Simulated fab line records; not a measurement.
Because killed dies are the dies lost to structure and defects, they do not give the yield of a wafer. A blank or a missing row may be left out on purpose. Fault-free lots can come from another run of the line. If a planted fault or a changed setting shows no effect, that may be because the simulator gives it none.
Lot-split experiment || flow n5Finfet || 7 lots, 21 wafers read, on a route of 1938 steps

== THE SPLIT ==
At N5_BEOL_M1_HM_DEP_02 (deposits TiN, target thk 20 nm), the setting targetThkA was moved away from the recipe's 200 angstrom on 8 of the 21 wafers read, by -10.5% to +8.8%. The other wafers ran this setting at the recipe's value.

The split's own step is where the reading is taken.

== THE READING ==
TiN_of_BEOL_M1_HM_DEP_02.thkNm (the simulator's own value, which no gauge read), in nm, at N5_BEOL_M1_HM_DEP_02 (deposits TiN, target thk 20 nm). The file gives no usual value for it. The 13 wafers here that ran the recipe average 19.8 nm, standard deviation 0.17 nm.

{"wafer": "L078.2", "tool, chamber at the split": "pvdSputter-03, -", "targetThkA as run, angstrom": 212.9, "against the recipe": "+6.5%", "TiN_of_BEOL_M1_HM_DEP_02.thkNm, nm": 21, "against lot-mates on the recipe": "+1.2"}
{"wafer": "L078.3", "tool, chamber at the split": "pvdSputter-03, -", "targetThkA as run, angstrom": 200, "against the recipe": "recipe", "TiN_of_BEOL_M1_HM_DEP_02.thkNm, nm": 19.8, "against lot-mates on the recipe": "-"}
{"wafer": "L078.4", "tool, chamber at the split": "pvdSputter-03, -", "targetThkA as run, angstrom": 212.9, "against the recipe": "+6.5%", "TiN_of_BEOL_M1_HM_DEP_02.thkNm, nm": 21.2, "against lot-mates on the recipe": "+1.4"}
{"wafer": "L082.1", "tool, chamber at the split": "pvdSputter-03, -", "targetThkA as run, angstrom": 200, "against the recipe": "recipe", "TiN_of_BEOL_M1_HM_DEP_02.thkNm, nm": 19.8, "against lot-mates on the recipe": "-"}
{"wafer": "L082.4", "tool, chamber at the split": "pvdSputter-03, -", "targetThkA as run, angstrom": 200, "against the recipe": "recipe", "TiN_of_BEOL_M1_HM_DEP_02.thkNm, nm": 19.8, "against lot-mates on the recipe": "-"}
{"wafer": "L082.5", "tool, chamber at the split": "pvdSputter-03, -", "targetThkA as run, angstrom": 200, "against the recipe": "recipe", "TiN_of_BEOL_M1_HM_DEP_02.thkNm, nm": 20, "against lot-mates on the recipe": "-"}
{"wafer": "L085.3", "tool, chamber at the split": "pvdSputter-01, -", "targetThkA as run, angstrom": 200, "against the recipe": "recipe", "TiN_of_BEOL_M1_HM_DEP_02.thkNm, nm": 19.8, "against lot-mates on the recipe": "-"}
{"wafer": "L085.5", "tool, chamber at the split": "pvdSputter-01, -", "targetThkA as run, angstrom": 200, "against the recipe": "recipe", "TiN_of_BEOL_M1_HM_DEP_02.thkNm, nm": 19.8, "against lot-mates on the recipe": "-"}
{"wafer": "L085.6", "tool, chamber at the split": "pvdSputter-01, -", "targetThkA as run, angstrom": 200, "against the recipe": "recipe", "TiN_of_BEOL_M1_HM_DEP_02.thkNm, nm": 19.8, "against lot-mates on the recipe": "-"}
{"wafer": "L086.1", "tool, chamber at the split": "pvdSputter-02, -", "targetThkA as run, angstrom": 179, "against the recipe": "-10.5%", "TiN_of_BEOL_M1_HM_DEP_02.thkNm, nm": 17.6, "against lot-mates on the recipe": -2.2}
{"wafer": "L086.3", "tool, chamber at the split": "pvdSputter-02, -", "targetThkA as run, angstrom": 179, "against the recipe": "-10.5%", "TiN_of_BEOL_M1_HM_DEP_02.thkNm, nm": 17.4, "against lot-mates on the recipe": -2.4}
{"wafer": "L086.4", "tool, chamber at the split": "pvdSputter-02, -", "targetThkA as run, angstrom": 200, "against the recipe": "recipe", "TiN_of_BEOL_M1_HM_DEP_02.thkNm, nm": 19.8, "against lot-mates on the recipe": "-"}
{"wafer": "L094.2", "tool, chamber at the split": "pvdSputter-02, -", "targetThkA as run, angstrom": 217.6, "against the recipe": "+8.8%", "TiN_of_BEOL_M1_HM_DEP_02.thkNm, nm": 21.6, "against lot-mates on the recipe": "+1.6"}
{"wafer": "L094.4", "tool, chamber at the split": "pvdSputter-02, -", "targetThkA as run, angstrom": 217.6, "against the recipe": "+8.8%", "TiN_of_BEOL_M1_HM_DEP_02.thkNm, nm": 21.8, "against lot-mates on the recipe": "+1.8"}
{"wafer": "L094.5", "tool, chamber at the split": "pvdSputter-02, -", "targetThkA as run, angstrom": 200, "against the recipe": "recipe", "TiN_of_BEOL_M1_HM_DEP_02.thkNm, nm": 20, "against lot-mates on the recipe": "-"}
{"wafer": "L095.1", "tool, chamber at the split": "pvdSputter-03, -", "targetThkA as run, angstrom": 200, "against the recipe": "recipe", "TiN_of_BEOL_M1_HM_DEP_02.thkNm, nm": 19.6, "against lot-mates on the recipe": "-"}
{"wafer": "L095.3", "tool, chamber at the split": "pvdSputter-03, -", "targetThkA as run, angstrom": 200, "against the recipe": "recipe", "TiN_of_BEOL_M1_HM_DEP_02.thkNm, nm": 19.6, "against lot-mates on the recipe": "-"}
{"wafer": "L095.6", "tool, chamber at the split": "pvdSputter-03, -", "targetThkA as run, angstrom": 200, "against the recipe": "recipe", "TiN_of_BEOL_M1_HM_DEP_02.thkNm, nm": 19.6, "against lot-mates on the recipe": "-"}
{"wafer": "L096.3", "tool, chamber at the split": "pvdSputter-01, -", "targetThkA as run, angstrom": 181.5, "against the recipe": "-9.3%", "TiN_of_BEOL_M1_HM_DEP_02.thkNm, nm": 18.2, "against lot-mates on the recipe": -2.0}
{"wafer": "L096.5", "tool, chamber at the split": "pvdSputter-01, -", "targetThkA as run, angstrom": 200, "against the recipe": "recipe", "TiN_of_BEOL_M1_HM_DEP_02.thkNm, nm": 20.2, "against lot-mates on the recipe": "-"}
{"wafer": "L096.6", "tool, chamber at the split": "pvdSputter-01, -", "targetThkA as run, angstrom": 181.5, "against the recipe": "-9.3%", "TiN_of_BEOL_M1_HM_DEP_02.thkNm, nm": 18.4, "against lot-mates on the recipe": -1.8}

FIT RESULTS
A straight line over all 21 wafers: TiN_of_BEOL_M1_HM_DEP_02.thkNm changes by +0.201 nm for each +1% of targetThkA; r = +0.99; the points scatter about the line by 0.2 nm.
The same after taking each lot's own level away (the mean of its wafers on the recipe; 21 wafers): +0.206 nm for each +1%; r = +1.00; scatter 0.091 nm.
The reading moves by 2.2 nm for the largest change in targetThkA, on that fit.
The span of the lots' own levels, 19.60 to 20.20 nm, comes to 3.6 times the standard deviation stated above.
So the lot-to-lot level changes the slope little: the two slopes agree.
Check: -2.19 nm against its lot-mates is what the line predicts for one of the wafers moved furthest among these (-10.5%) when that wafer is left out of the fit. It came out at -2.2 nm against them.

== OTHER SPLITS APPLIED TO THESE WAFERS ==
Other splits were also applied to these wafers ahead of the reading. Each is held against what the fit with the lots' levels taken away leaves over:
{"other split on the same wafers": "N5_HKMG_FIN_ETCH_58 sourceW", "wafers away from the commonest value": 3, "r with TiN_of_BEOL_M1_HM_DEP_02.thkNm (lot level and that fit taken away)": -0.07}
{"other split on the same wafers": "N5_GATE_CUT_ETCH_58 biasW", "wafers away from the commonest value": 5, "r with TiN_of_BEOL_M1_HM_DEP_02.thkNm (lot level and that fit taken away)": -0.19}
{"other split on the same wafers": "N5_GATE_CUT_ALD_22 aldCycles", "wafers away from the commonest value": 3, "r with TiN_of_BEOL_M1_HM_DEP_02.thkNm (lot level and that fit taken away)": "+0.01"}
{"other split on the same wafers": "N5_MOL_CONTACT_COAG_ETCH_105 biasW", "wafers away from the commonest value": 6, "r with TiN_of_BEOL_M1_HM_DEP_02.thkNm (lot level and that fit taken away)": -0.19}
{"other split on the same wafers": "N5_MOL_CONTACT_COAG_CONTACT_ETCH_14 sourceW", "wafers away from the commonest value": 5, "r with TiN_of_BEOL_M1_HM_DEP_02.thkNm (lot level and that fit taken away)": -0.15}
{"other split on the same wafers": "N5_BEOL_M0_SAQP_PECVD_00 timeS", "wafers away from the commonest value": 7, "r with TiN_of_BEOL_M1_HM_DEP_02.thkNm (lot level and that fit taken away)": "+0.04"}
{"other split on the same wafers": "N5_BEOL_M0_SAQP_ILD_DEP_01 timeS", "wafers away from the commonest value": 2, "r with TiN_of_BEOL_M1_HM_DEP_02.thkNm (lot level and that fit taken away)": -0.35}
{"other split on the same wafers": "N5_BEOL_M0_SAQP_SPACER1_ALD_98 aldCycles", "wafers away from the commonest value": 10, "r with TiN_of_BEOL_M1_HM_DEP_02.thkNm (lot level and that fit taken away)": "+0.50"}
{"other split on the same wafers": "N5_BEOL_M0_SAQP_ETCH_107 biasW", "wafers away from the commonest value": 6, "r with TiN_of_BEOL_M1_HM_DEP_02.thkNm (lot level and that fit taken away)": "+0.20"}

== FILE'S OWN FIT ==
TiN_of_BEOL_M1_HM_DEP_02.thkNm changes by +0.207 nm for each +1% of targetThkA, r = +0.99.
